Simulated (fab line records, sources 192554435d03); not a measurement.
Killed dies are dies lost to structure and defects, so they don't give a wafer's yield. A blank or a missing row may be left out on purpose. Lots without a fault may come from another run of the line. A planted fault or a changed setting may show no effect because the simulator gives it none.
Chamber matching | flow n5_finfet | N5_PASSIVATION_PECVD_01 on pecvd-01: 3 sister chambers
The step deposits SiNx from SiH4/NH3/N2, target thk 200 nm, time 43.2 s. 6 wafers are shown with their chamber, then 8 later ones without.

WAFERS WITH THEIR CHAMBER
wafer  | chamber | throttle_valve_pct (%) | showerhead_plenum_p_Torr (Torr)
L075.6 | 2       | 27.4                   | 8.85
L079.1 | 2       | 27.4                   | 8.86
L085.2 | 0       | 28.7                   | 8.68
L085.5 | 1       | 33.4                   | 8.77
L085.6 | 0       | 29.0                   | 8.67
L087.1 | 1       | 33.1                   | 8.74

WAFERS WITHOUT THEIR CHAMBER
wafer  | throttle_valve_pct (%) | showerhead_plenum_p_Torr (Torr)
L087.5 | 27.6                   | 8.87
L087.6 | 29.0                   | 8.66
L091.2 | 33.2                   | 8.75
L091.3 | 27.7                   | 8.84
L091.6 | 29.0                   | 8.66
L095.2 | 33.3                   | 8.78
L095.3 | 27.6                   | 8.82
L095.4 | 27.7                   | 8.84

WHICH CHAMBER EACH WENT THROUGH
wafer  | from the rows above | in truth
L087.5 | 2                   | 2
L087.6 | 0                   | 0
L091.2 | 1                   | 1
L091.3 | 2                   | 2
L091.6 | 0                   | 0
L095.2 | 1                   | 1
L095.3 | 2                   | 2
L095.4 | 2                   | 2
Placed correctly: 8 of 8. Can't be placed from these rows: 0. Placed wrongly: 0.
How it was worked out, from the rows above alone: a wafer's distance from a chamber is the root of the sum, over the readings, of the square of ((its reading less the chamber's mean) divided by the reading's scatter). The wafer belongs to the nearest chamber; if the next one is less than 2 further off, it can't be placed. A chamber's mean is the mean of its shown wafers. The scatter: the root of (the sum of the squares of (reading less its chamber's mean) over the shown wafers, divided by (wafers less chambers)).
